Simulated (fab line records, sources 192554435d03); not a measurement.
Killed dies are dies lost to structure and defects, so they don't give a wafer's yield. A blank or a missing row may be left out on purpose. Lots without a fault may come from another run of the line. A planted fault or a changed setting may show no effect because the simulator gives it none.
Which tool did it? | flow n5_finfet | 10 lots, 28 wafers sampled, at 6 steps of a route of 1938

WHAT THE GAUGES READ, wafer by wafer
N5_GATE_CUT_THK_MEAS_24.
lot  | measured    | on            | GC_FILL_THK (nm)
L482 | day 5 00:19 | film_metro-01 | 216.7 222.8 221.0
L481 | day 5 02:34 | film_metro-01 | 220.4 220.5 220.6
L483 | day 5 10:37 | film_metro-02 | 222.7 223.3
L484 | day 5 14:13 | film_metro-02 | 220.6 222.8 224.1
L486 | day 6 08:02 | film_metro-01 | 221.7 221.2
L488 | day 6 21:32 | film_metro-02 | 219.9 220.3 222.3
L491 | day 7 10:47 | film_metro-02 | 219.1 222.9 220.0
L493 | day 7 19:31 | film_metro-01 | 219.2 223.5 219.5
L496 | day 8 15:21 | film_metro-01 | 215.8 219.3 221.3
L499 | day 9 10:15 | film_metro-02 | 219.4 218.4 220.2

N5_MOL_CONTACT_COAG_CD_MEAS_08: target cd 28 nm.
lot  | measured    | on        | cd_nm (nm)
L482 | day 5 01:28 | cd_sem-02 | 28.28 28.18 28.21
L481 | day 5 03:36 | cd_sem-01 | 28.10 27.83 28.25
L483 | day 5 11:47 | cd_sem-02 | 27.85 27.76
L484 | day 5 15:16 | cd_sem-02 | 28.01 28.00 27.65
L486 | day 6 09:11 | cd_sem-03 | 27.49 27.94
L488 | day 6 22:42 | cd_sem-01 | 28.15 28.30 27.96
L491 | day 7 11:49 | cd_sem-02 | 27.80 28.00 27.80
L493 | day 7 20:34 | cd_sem-03 | 27.74 27.38 28.00
L496 | day 8 16:36 | cd_sem-02 | 26.99 26.59 27.17
L499 | day 9 11:25 | cd_sem-02 | 27.11 27.21 26.92

N5_BEOL_M4_RC_MEAS_101.
lot  | measured     | on        | DIBL_N (mV/V)  | DIBL_P (mV/V)  | IOFF_N (nA/um) | IOFF_P (nA/um) | ION_N (uA/um) | ION_P (uA/um) | RC_DENSE_P (ohm.um) | RC_P (ohm.um)  | SS_N (mV/dec)  | SS_P (mV/dec)  | VT_N (mV)   | VT_P (mV)
L482 | day 8 23:42  | prober-02 | 36.1 35.9 37.1 | 37.0 36.4 37.0 | 0.16 0.14 0.16 | 0.18 0.17 0.17 | 697 662 690   | 466 446 459   | 23.9 24.3 24.2      | 19.4 19.7 19.6 | 71.5 71.6 71.8 | 73.2 73.2 74.1 | 248 254 251 | -254 -255 -257
L481 | day 9 03:24  | prober-02 | 34.3 34.4 35.2 | 34.6 35.3 35.6 | 0.15 0.14 0.15 | 0.21 0.21 0.21 | 681 678 685   | 469 467 469   | 23.1 23.9 23.6      | 18.7 19.4 19.1 | 71.6 70.9 71.4 | 72.6 72.8 73.2 | 248 251 251 | -249 -253 -249
L483 | day 9 11:41  | prober-02 | 38.1 42.1      | 38.5 42.8      | 0.20 0.29      | 0.25 0.36      | 699 692       | 474 471       | 24.1 24.1           | 19.6 19.5      | 71.1 72.5      | 74.4 75.2      | 247 242     | -246 -243
L484 | day 9 05:26  | prober-01 | 35.0 36.3 37.1 | 34.6 36.8 37.3 | 0.14 0.15 0.18 | 0.17 0.19 0.20 | 680 682 694   | 466 467 468   | 23.9 24.1 23.9      | 19.4 19.7 19.6 | 70.4 71.4 71.7 | 72.9 72.9 72.9 | 250 250 247 | -253 -254 -253
L486 | day 9 21:59  | prober-02 | 40.7 39.8      | 42.5 41.1      | 0.22 0.23      | 0.39 0.36      | 687 697       | 480 484       | 24.3 23.7           | 19.8 19.2      | 72.5 72.0      | 75.2 74.4      | 247 241     | -240 -241
L488 | day 11 02:17 | prober-02 | 37.0 31.1 40.8 | 36.7 29.6 40.1 | 0.17 0.08 0.25 | 0.24 0.14 0.32 | 679 657 692   | 472 462 475   | 23.8 23.2 25.0      | 19.4 18.9 20.6 | 71.7 69.8 73.0 | 73.2 71.6 74.7 | 246 259 243 | -244 -253 -241
L491 | day 11 11:24 | prober-02 | 39.8 36.6 40.8 | 40.8 36.0 41.0 | 0.22 0.17 0.22 | 0.34 0.24 0.31 | 677 690 681   | 473 480 464   | 24.1 24.4 25.0      | 19.7 20.0 20.3 | 71.9 70.8 72.1 | 74.7 73.9 75.0 | 248 248 249 | -245 -247 -243
L493 | day 11 23:12 | prober-02 | 38.2 36.6 34.1 | 39.6 37.8 35.4 | 0.21 0.16 0.14 | 0.23 0.18 0.17 | 692 691 674   | 465 458 464   | 24.4 25.3 23.2      | 20.0 20.5 19.0 | 71.5 71.5 70.1 | 74.5 72.9 72.3 | 245 250 248 | -251 -254 -256
L496 | day 12 05:47 | prober-02 | 37.8 35.0 33.4 | 37.5 35.2 32.9 | 0.18 0.13 0.12 | 0.23 0.20 0.16 | 675 666 665   | 460 465 458   | 25.3 24.6 25.4      | 20.6 20.0 20.5 | 71.8 71.2 70.8 | 73.5 72.2 73.3 | 248 251 253 | -250 -251 -252
L499 | day 13 12:34 | prober-02 | 33.9 32.4 33.3 | 34.0 32.2 32.2 | 0.12 0.11 0.12 | 0.17 0.16 0.15 | 661 673 648   | 448 464 446   | 27.2 25.5 26.4      | 22.0 20.9 21.7 | 71.5 70.7 71.5 | 72.6 71.9 72.4 | 252 252 255 | -251 -254 -253

WHICH TOOL RAN EACH LOT (tool, then ch and the chambers of the sampled wafers, then the start)
lot  | N5_GATE_CUT_ETCH_47              | N5_GATE_CUT_CMP_43           | N5_MOL_CONTACT_COAG_EXPOSE_05
L482 | rie_metal-01 ch 0,1, day 4 22:11 | cmp-01 ch 0,2,3, day 5 00:20 | euv_scanner-01 ch 0, day 5 01:21
L481 | rie_metal-03 ch 0,1, day 5 00:29 | cmp-01 ch 0,1,3, day 5 02:40 | euv_scanner-01 ch 0, day 5 03:29
L483 | rie_metal-02 ch 0,1, day 5 08:34 | cmp-02 ch 1,2, day 5 10:58   | euv_scanner-02 ch 0, day 5 11:41
L484 | rie_metal-01 ch 0,1, day 5 12:08 | cmp-01 ch 0,1,3, day 5 14:20 | euv_scanner-02 ch 0, day 5 15:08
L486 | rie_metal-02 ch 0,1, day 6 05:57 | cmp-02 ch 1,2, day 6 08:13   | euv_scanner-01 ch 0, day 6 09:04
L488 | rie_metal-02 ch 1, day 6 19:06   | cmp-01 ch 0,2,3, day 6 21:34 | euv_scanner-02 ch 0, day 6 22:35
L491 | rie_metal-03 ch 0,1, day 7 08:42 | cmp-02 ch 0,1,2, day 7 10:53 | euv_scanner-02 ch 0, day 7 11:41
L493 | rie_metal-03 ch 0,1, day 7 17:26 | cmp-01 ch 1,2,3, day 7 19:33 | euv_scanner-01 ch 0, day 7 20:26
L496 | rie_metal-01 ch 0,1, day 8 13:15 | cmp-04 ch 0,1, day 8 15:35   | euv_scanner-02 ch 0, day 8 16:29
L499 | rie_metal-03 ch 0, day 9 08:10   | cmp-04 ch 0,1,3, day 9 10:17 | euv_scanner-02 ch 0, day 9 11:17
- N5_GATE_CUT_ETCH_47: etches SiO2 in Cl2/BCl3, target depth 10 nm.
- N5_GATE_CUT_CMP_43: polishes SiO2.
- N5_MOL_CONTACT_COAG_EXPOSE_05: exposes mask CA, defocus 0 nm.

WHAT THE TOOLS THEMSELVES READ (means of the sampled wafers that have a number; where no wafer has one, the mark that the record gives instead)
N5_GATE_CUT_ETCH_47.
lot  | tool         | drypump_motor_current_A (A) | oes_product_au (a.u.) | throttle_valve_pct (%)
L482 | rie_metal-01 | 5.8                         | 0.83                  | 22.67
L481 | rie_metal-03 | 6.0                         | 0.83                  | 22.72
L483 | rie_metal-02 | 5.2                         | 0.75                  | 22.61
L484 | rie_metal-01 | 5.8                         | 0.83                  | 22.67
L486 | rie_metal-02 | 5.2                         | 0.75                  | 22.61
L488 | rie_metal-02 | 5.3                         | 0.89                  | 22.77
L491 | rie_metal-03 | 6.0                         | 0.83                  | 22.71
L493 | rie_metal-03 | 6.0                         | 0.82                  | 22.73
L496 | rie_metal-01 | 5.8                         | 0.81                  | 22.69
L499 | rie_metal-03 | 6.3                         | 0.84                  | 22.48

N5_GATE_CUT_CMP_43.
lot  | tool   | motor_current_A (A)
L482 | cmp-01 | 11.8
L481 | cmp-01 | 11.3
L483 | cmp-02 | 12.6
L484 | cmp-01 | 11.2
L486 | cmp-02 | 12.8
L488 | cmp-01 | 11.5
L491 | cmp-02 | 11.8
L493 | cmp-01 | 11.3
L496 | cmp-04 | 11.6
L499 | cmp-04 | 11.7

N5_MOL_CONTACT_COAG_EXPOSE_05.
lot  | tool           | exposure_dose_mJ_cm2
L482 | euv_scanner-01 | 38.23
L481 | euv_scanner-01 | 38.27
L483 | euv_scanner-02 | 38.15
L484 | euv_scanner-02 | 38.15
L486 | euv_scanner-01 | 38.25
L488 | euv_scanner-02 | 38.14
L491 | euv_scanner-02 | 38.15
L493 | euv_scanner-01 | 38.28
L496 | euv_scanner-02 | 36.36
L499 | euv_scanner-02 | 36.72

THE ANSWER, worked out from the rows above alone
Rule: what is usual is taken from the lots themselves. Put in order of their means at a reading, lots are off if they are a third of the lots or fewer, leave a main group of 4 or more, and stand apart from it by a gap of 3 or more times the standard deviation of the main group's means; of several such gaps the widest counts. A main group whose means are all the same, to the digits that the tables above print for the reading, isn't used. A lot without any number at a reading at which 4 lots or more have one is off too. The other lots that the step has rows for count as sound. The gauges are gone through in route order, then the tools' own readings, and for those a lot's mean is taken as printed above. The first step at which some lot is off is used, and at that step the reading that is off furthest; a lot without a number counts as furthest.
Off: L496, L499, at N5_MOL_CONTACT_COAG_CD_MEAS_08 (cd_nm). The main group: mean 27.93 nm, standard deviation 0.18.
A tool fits if, at a process step before that reading, it ran every lot that is off, and no sound lot after the first of them. The gauges at N5_MOL_CONTACT_COAG_CD_MEAS_08 aren't tried: what is off there is off at N5_MOL_CONTACT_COAG_EXPOSE_05 too, on other tools, and a gauge's error can't cause that. Can't be told from this: 2 tools fit, cmp-04 at N5_GATE_CUT_CMP_43, euv_scanner-02 at N5_MOL_CONTACT_COAG_EXPOSE_05.

WHAT THE SIMULATOR HAD PUT IN
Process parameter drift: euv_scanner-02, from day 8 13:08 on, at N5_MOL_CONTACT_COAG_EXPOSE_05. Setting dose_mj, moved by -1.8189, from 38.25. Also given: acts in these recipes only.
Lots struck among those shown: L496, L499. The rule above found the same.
